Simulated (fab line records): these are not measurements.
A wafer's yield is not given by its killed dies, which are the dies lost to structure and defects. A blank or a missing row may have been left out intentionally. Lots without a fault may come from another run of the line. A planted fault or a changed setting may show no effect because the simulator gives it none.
Which of the tools did it? || flow n5 finfet || 11 lots with 32 wafers sampled at 2 steps, on a route of 1938 steps

## WHAT THE GAUGES SHOWED, per wafer
N5_BEOL_M15_CD_MEAS_10: target cd 360 nm. Usual: 359.8 nm for cd nm, sd 1.4.
{"lot": "L327", "measured": "day 12 03:26", "on": "cd sem-01", "cd nm (nm)": "359.6 361.2 356.5", "flag": ""}
{"lot": "L328", "measured": "day 12 04:22", "on": "cd sem-03", "cd nm (nm)": "359.3 359.9 361.3", "flag": ""}
{"lot": "L330", "measured": "day 12 19:36", "on": "cd sem-02", "cd nm (nm)": "360.0 357.7 358.8", "flag": ""}
{"lot": "L331", "measured": "day 13 12:27", "on": "cd sem-03", "cd nm (nm)": "359.3 358.8 359.7", "flag": ""}
{"lot": "L340", "measured": "day 15 00:58", "on": "cd sem-03", "cd nm (nm)": "360.3 360.4 359.7", "flag": ""}
{"lot": "L339", "measured": "day 15 18:20", "on": "cd sem-02", "cd nm (nm)": "359.6 358.4 359.8", "flag": ""}
{"lot": "L343", "measured": "day 16 05:39", "on": "cd sem-02", "cd nm (nm)": "361.0 355.3 357.3", "flag": ""}
{"lot": "L347", "measured": "day 17 11:54", "on": "cd sem-01", "cd nm (nm)": "362.4 362.0 361.4", "flag": ""}
{"lot": "L345", "measured": "day 17 18:10", "on": "cd sem-03", "cd nm (nm)": "359.5 361.0 360.2", "flag": ""}
{"lot": "L349", "measured": "day 18 18:09", "on": "cd sem-02", "cd nm (nm)": "359.0 360.9", "flag": ""}
{"lot": "L348", "measured": "day 18 12:37", "on": "cd sem-02", "cd nm (nm)": "361.3 361.0 360.7", "flag": ""}

## WHICH TOOL RAN EACH LOT (tool, then ch and the chambers of the sampled wafers, then the start)
{"lot": "L327", "N5_BEOL_M4_ECD_50": "ecd cu-02 ch 0,1, day 8 06:57"}
{"lot": "L328", "N5_BEOL_M4_ECD_50": "ecd cu-02 ch 0,1, day 8 15:57"}
{"lot": "L330", "N5_BEOL_M4_ECD_50": "ecd cu-01 ch 0,1, day 9 00:15"}
{"lot": "L331", "N5_BEOL_M4_ECD_50": "ecd cu-02 ch 0,1, day 9 08:55"}
{"lot": "L340", "N5_BEOL_M4_ECD_50": "ecd cu-01 ch 0,1, day 11 13:26"}
{"lot": "L339", "N5_BEOL_M4_ECD_50": "ecd cu-01 ch 0,1, day 11 20:50"}
{"lot": "L343", "N5_BEOL_M4_ECD_50": "ecd cu-02 ch 0,1, day 12 05:58"}
{"lot": "L347", "N5_BEOL_M4_ECD_50": "ecd cu-02 ch 0,1, day 13 23:58"}
{"lot": "L345", "N5_BEOL_M4_ECD_50": "ecd cu-02 ch 0,1, day 14 03:20"}
{"lot": "L349", "N5_BEOL_M4_ECD_50": "ecd cu-01 ch 1, day 14 19:20"}
{"lot": "L348", "N5_BEOL_M4_ECD_50": "ecd cu-02 ch 0,1, day 14 19:38"}
- N5_BEOL_M4_ECD_50: material Cu, target thk 300 nm.

## WHAT THE TOOLS THEMSELVES READ (means of the sampled wafers that have a number; where no wafer has one, the mark that the record gives instead)
The record holds no such reading with a usual standard deviation.

## THE ANSWER, worked out from the rows above alone
Rule: a lot is off if the mean of its wafers that have a number lies more than 3 standard deviations from the usual mean. A lot without any number at a reading at which 4 lots or more have one is off too. The other lots that the step has rows for count as sound. After the gauges, taken in route order, come the tools' own readings; for these a lot's mean is taken, as printed above. At the first step where some lot is off, the reading lying furthest off is the one used; lots without a number count as furthest.
Nothing can be told from this: no lot is off at any reading shown.

## WHAT THE SIMULATOR PUT IN
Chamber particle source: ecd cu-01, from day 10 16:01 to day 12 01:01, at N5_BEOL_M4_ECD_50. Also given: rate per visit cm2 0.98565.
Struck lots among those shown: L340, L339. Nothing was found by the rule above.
